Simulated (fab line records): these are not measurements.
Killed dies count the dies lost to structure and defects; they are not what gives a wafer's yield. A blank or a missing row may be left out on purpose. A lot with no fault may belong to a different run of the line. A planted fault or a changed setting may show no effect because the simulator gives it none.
Which tool did it? ; flow n5_finfet ; 72 wafers from 24 lots sampled at 5 of the route's 1938 steps

WHAT EACH GAUGE READ, for each wafer
N5_BEOL_M5_INSPECT_58: inspects for defects (darkfield). Usual: 80 for raw_defect_count, sd 24.
lot;measured;on;raw_defect_count;flag
L074;day 9 03:12;defect_inspect-02;53 86 66;
L075;day 9 05:32;defect_inspect-01;45 68 94;
L077;day 9 17:20;defect_inspect-01;63 70 87;
L076;day 9 17:47;defect_inspect-01;90 131 85;
L078;day 9 22:55;defect_inspect-02;85 83 90;
L079;day 10 03:23;defect_inspect-01;56 80 62;
L080;day 10 03:29;defect_inspect-02;101 125 63;
L082;day 10 23:13;defect_inspect-02;91 78 82;
L081;day 11 00:30;defect_inspect-02;54 60 36;
L083;day 11 05:28;defect_inspect-01;86 79 85;
L084;day 11 05:31;defect_inspect-01;57 61 38;
L087;day 12 05:37;defect_inspect-01;54 58 65;
L085;day 12 01:51;defect_inspect-02;87 55 88;
L088;day 12 03:17;defect_inspect-02;58 58 69;
L086;day 12 08:32;defect_inspect-01;108 93 55;
L089;day 12 16:13;defect_inspect-01;77 77 58;
L091;day 12 18:05;defect_inspect-01;118 61 88;
L090;day 13 03:55;defect_inspect-02;84 59 111;
L092;day 13 09:47;defect_inspect-02;131 99 85;
L093;day 13 14:00;defect_inspect-02;60 106 95;
L094;day 14 04:06;defect_inspect-02;77 59 86;
L095;day 14 05:29;defect_inspect-01;92 93 84;
L097;day 15 02:07;defect_inspect-02;84 80 74;
L096;day 15 07:09;defect_inspect-02;69 43 62;

TOOL THAT RAN EACH LOT (tool first, then ch and the chambers of the sampled wafers, then the start)
lot;N5_BEOL_M5_CURE_80;N5_BEOL_M5_ANNEAL_49;N5_BEOL_M5_SPUTTER_88;N5_BEOL_M5_ANNEAL_89
L074;uv_cure-03 ch 0, day 8 20:49;pvd_sputter-01, day 8 21:51;pvd_sputter-01, day 9 01:02;pvd_sputter-01, day 9 01:07
L075;uv_cure-02 ch 0, day 8 21:05;pvd_sputter-03, day 9 00:10;pvd_sputter-03, day 9 03:21;pvd_sputter-03, day 9 03:26
L077;uv_cure-01 ch 0, day 9 10:45;pvd_sputter-03, day 9 11:57;pvd_sputter-03, day 9 15:08;pvd_sputter-03, day 9 15:13
L076;uv_cure-01 ch 1, day 9 11:03;pvd_sputter-01, day 9 12:20;pvd_sputter-01, day 9 15:31;pvd_sputter-01, day 9 15:36
L078;uv_cure-01 ch 2, day 9 16:13;pvd_sputter-02, day 9 17:32;pvd_sputter-02, day 9 20:43;pvd_sputter-02, day 9 20:47
L079;uv_cure-03 ch 2, day 9 20:20;pvd_sputter-01, day 9 21:22;pvd_sputter-01, day 10 00:32;pvd_sputter-01, day 10 00:37
L080;uv_cure-02 ch 2, day 9 20:35;pvd_sputter-03, day 9 21:48;pvd_sputter-03, day 10 00:59;pvd_sputter-03, day 10 01:04
L082;uv_cure-02 ch 2, day 10 15:04;pvd_sputter-01, day 10 17:50;pvd_sputter-01, day 10 21:01;pvd_sputter-01, day 10 21:05
L081;uv_cure-01 ch 2, day 10 17:13;pvd_sputter-03, day 10 18:57;pvd_sputter-03, day 10 22:08;pvd_sputter-03, day 10 22:13
L083;uv_cure-02 ch 2, day 10 22:04;pvd_sputter-02, day 10 23:28;pvd_sputter-02, day 11 02:39;pvd_sputter-02, day 11 02:44
L084;uv_cure-03 ch 0, day 10 22:08;pvd_sputter-03, day 10 23:38;pvd_sputter-03, day 11 02:49;pvd_sputter-03, day 11 02:53
L087;uv_cure-03 ch 0, day 11 18:12;pvd_sputter-01, day 11 20:07;pvd_sputter-01, day 11 23:17;pvd_sputter-01, day 11 23:22
L085;uv_cure-03 ch 2, day 11 18:41;pvd_sputter-03, day 11 20:28;pvd_sputter-03, day 11 23:39;pvd_sputter-03, day 11 23:44
L088;uv_cure-01 ch 1, day 11 20:22;pvd_sputter-02, day 11 21:52;pvd_sputter-02, day 12 01:03;pvd_sputter-02, day 12 01:08
L086;uv_cure-03 ch 0, day 12 01:46;pvd_sputter-03, day 12 03:11;pvd_sputter-03, day 12 06:22;pvd_sputter-03, day 12 06:26
L089;uv_cure-01 ch 2, day 12 09:29;pvd_sputter-03, day 12 10:49;pvd_sputter-03, day 12 13:59;pvd_sputter-03, day 12 14:04
L091;uv_cure-01 ch 1, day 12 11:01;pvd_sputter-01, day 12 12:21;pvd_sputter-01, day 12 15:32;pvd_sputter-01, day 12 15:37
L090;uv_cure-02 ch 0, day 12 21:16;pvd_sputter-01, day 12 22:20;pvd_sputter-01, day 13 01:31;pvd_sputter-01, day 13 01:35
L092;uv_cure-01 ch 2, day 13 01:01;pvd_sputter-03, day 13 04:20;pvd_sputter-03, day 13 07:31;pvd_sputter-03, day 13 07:35
L093;uv_cure-03 ch 0, day 13 07:25;pvd_sputter-01, day 13 08:39;pvd_sputter-01, day 13 11:50;pvd_sputter-01, day 13 11:55
L094;uv_cure-02 ch 1, day 13 21:25;pvd_sputter-03, day 13 22:43;pvd_sputter-03, day 14 01:53;pvd_sputter-03, day 14 01:58
L095;uv_cure-02 ch 0, day 13 22:23;pvd_sputter-01, day 14 00:05;pvd_sputter-01, day 14 03:16;pvd_sputter-01, day 14 03:21
L097;uv_cure-02 ch 2, day 14 19:25;pvd_sputter-02, day 14 20:36;pvd_sputter-02, day 14 23:47;pvd_sputter-02, day 14 23:52
L096;uv_cure-01 ch 1, day 15 00:36;pvd_sputter-01, day 15 01:45;pvd_sputter-01, day 15 04:56;pvd_sputter-01, day 15 05:01
- N5_BEOL_M5_CURE_80: cures SiCOH lowk, time 120 s.
- N5_BEOL_M5_ANNEAL_49: time 1800 s.
- N5_BEOL_M5_SPUTTER_88: material Cu, target thk 15 nm, time 27.62 s.
- N5_BEOL_M5_ANNEAL_89: time 1800 s.

AS READ BY THE TOOLS THEMSELVES (means over the sampled wafers that have a number; for cases with no such wafer, the mark the record gives instead)
N5_BEOL_M5_CURE_80. Usual: lamp_power_pct 52.31 %, standard deviation 0.054; wafer_temp_C_max 372.0, standard deviation 0.71.
lot;tool;lamp_power_pct (%);wafer_temp_C_max;flag
L074;uv_cure-03;52.31;371.7;
L075;uv_cure-02;52.26;371.4;
L077;uv_cure-01;52.34;371.7;
L076;uv_cure-01;52.31;372.1;
L078;uv_cure-01;52.30;372.6;
L079;uv_cure-03;52.28;371.2;
L080;uv_cure-02;52.30;372.9;
L082;uv_cure-02;52.25;373.0;
L081;uv_cure-01;52.38;372.2;
L083;uv_cure-02;52.28;372.6;
L084;uv_cure-03;52.28;371.6;
L087;uv_cure-03;52.26;371.7;
L085;uv_cure-03;52.39;371.2;
L088;uv_cure-01;52.36;371.0;
L086;uv_cure-03;52.32;372.1;
L089;uv_cure-01;52.33;372.6;
L091;uv_cure-01;52.31;371.5;
L090;uv_cure-02;52.31;371.8;
L092;uv_cure-01;52.34;372.5;
L093;uv_cure-03;52.33;372.1;
L094;uv_cure-02;52.28;372.3;
L095;uv_cure-02;52.34;371.1;
L097;uv_cure-02;52.29;372.9;
L096;uv_cure-01;52.32;371.6;

N5_BEOL_M5_ANNEAL_49. Usual: 834 W for heater_power_w, sd 56.
lot;tool;heater_power_w (W);flag
L074;pvd_sputter-01;890;
L075;pvd_sputter-03;870;
L077;pvd_sputter-03;873;
L076;pvd_sputter-01;821;
L078;pvd_sputter-02;817;
L079;pvd_sputter-01;778;
L080;pvd_sputter-03;823;
L082;pvd_sputter-01;861;
L081;pvd_sputter-03;863;
L083;pvd_sputter-02;811;
L084;pvd_sputter-03;848;
L087;pvd_sputter-01;768;
L085;pvd_sputter-03;858;
L088;pvd_sputter-02;799;
L086;pvd_sputter-03;838;
L089;pvd_sputter-03;834;
L091;pvd_sputter-01;847;
L090;pvd_sputter-01;833;
L092;pvd_sputter-03;839;
L093;pvd_sputter-01;848;
L094;pvd_sputter-03;809;
L095;pvd_sputter-01;804;
L097;pvd_sputter-02;849;
L096;pvd_sputter-01;820;

N5_BEOL_M5_SPUTTER_88. Usual: 30.6 % for throttle_valve_pct, sd 0.94.
lot;tool;throttle_valve_pct (%);flag
L074;pvd_sputter-01;30.3;
L075;pvd_sputter-03;31.7;
L077;pvd_sputter-03;30.1;
L076;pvd_sputter-01;30.8;
L078;pvd_sputter-02;30.0;
L079;pvd_sputter-01;31.6;
L080;pvd_sputter-03;30.0;
L082;pvd_sputter-01;30.7;
L081;pvd_sputter-03;30.2;
L083;pvd_sputter-02;30.4;
L084;pvd_sputter-03;31.1;
L087;pvd_sputter-01;31.5;
L085;pvd_sputter-03;31.8;
L088;pvd_sputter-02;30.2;
L086;pvd_sputter-03;31.1;
L089;pvd_sputter-03;30.9;
L091;pvd_sputter-01;30.7;
L090;pvd_sputter-01;31.1;
L092;pvd_sputter-03;29.3;
L093;pvd_sputter-01;30.8;
L094;pvd_sputter-03;30.0;
L095;pvd_sputter-01;31.2;
L097;pvd_sputter-02;30.6;
L096;pvd_sputter-01;31.2;

N5_BEOL_M5_ANNEAL_89. Usual: 834 W for heater_power_w, sd 57.
lot;tool;heater_power_w (W);flag
L074;pvd_sputter-01;873;
L075;pvd_sputter-03;855;
L077;pvd_sputter-03;860;
L076;pvd_sputter-01;822;
L078;pvd_sputter-02;813;
L079;pvd_sputter-01;777;
L080;pvd_sputter-03;813;
L082;pvd_sputter-01;864;
L081;pvd_sputter-03;863;
L083;pvd_sputter-02;808;
L084;pvd_sputter-03;847;
L087;pvd_sputter-01;764;
L085;pvd_sputter-03;871;
L088;pvd_sputter-02;825;
L086;pvd_sputter-03;855;
L089;pvd_sputter-03;834;
L091;pvd_sputter-01;845;
L090;pvd_sputter-01;840;
L092;pvd_sputter-03;838;
L093;pvd_sputter-01;841;
L094;pvd_sputter-03;820;
L095;pvd_sputter-01;802;
L097;pvd_sputter-02;849;
L096;pvd_sputter-01;838;

THE ANSWER, worked out from the rows above alone
Rule: a lot counts as off when the mean over its wafers that have a number is more than 3 standard deviations away from the usual mean. Also off: a lot with no number at a reading for which 4 or more lots have one. Any other lot the step has rows for is counted as sound. The gauges are gone through in route order, then the tools' own readings, and for those a lot's mean is taken as printed above. At the first step where some lot is off, the reading lying furthest off is the one used; lots without a number count as furthest.
No lot is off at any reading shown: from this, nothing can be told.

WHAT HAD BEEN PUT IN BY THE SIMULATOR
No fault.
